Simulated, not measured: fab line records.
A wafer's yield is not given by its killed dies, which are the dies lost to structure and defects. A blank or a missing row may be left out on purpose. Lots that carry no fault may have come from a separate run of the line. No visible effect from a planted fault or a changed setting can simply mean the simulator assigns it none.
Matching of chambers    flow nandHarc    NHARC_A_STAIRCASE_DEP_259 on pecvd-02 has 3 sister chambers
The step deposits SiON, target thk 30 nm. 6 wafers are shown with their chamber, then 12 later ones without.

## EACH WAFER AND ITS CHAMBER
wafer   chamber  heaterPowerW (W)
L083.4  0        667
L086.6  1        560
L087.5  0        738
L088.2  2        779
L088.4  1        620
L088.5  2        797

## WAFERS WITHOUT THEIR CHAMBER
wafer   heaterPowerW (W)
L090.3  688
L090.4  581
L090.6  738
L093.2  689
L093.5  748
L093.6  677
L097.2  649
L097.4  681
L097.6  728
L096.1  626
L096.2  606
L096.3  637

## EACH ONE'S CHAMBER
wafer    from the rows above       in truth
L090.3   0                         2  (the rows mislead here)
L090.4   1                         1
L090.6   can't be placed: 0 or 2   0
L093.2   0                         0
L093.5   can't be placed: 2 or 0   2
L093.6   can't be placed: 0 or 1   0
L097.2   can't be placed: 0 or 1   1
L097.4   can't be placed: 0 or 1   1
L097.6   can't be placed: 0 or 2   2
L096.1   can't be placed: 1 or 0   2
L096.2   1                         1
L096.3   can't be placed: 1 or 0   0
Placed correctly: 3 of 12. From these rows, 8 cannot be placed; in 7 the true chamber is one of the candidates. Number placed wrongly: 1.
How it was worked out, from the rows above alone: a wafer's distance from a chamber is the root of the sum, over the readings, of the square of ((its reading less the chamber's mean) divided by the reading's scatter). If the next closest chamber is less than 2 further off than the closest, the wafer can't be placed; otherwise it belongs to the closest. A chamber's mean is the mean of its shown wafers. The scatter is the square root of a quotient: the sum, over the shown wafers, of each reading's squared deviation from its chamber's mean, divided by wafers minus chambers.
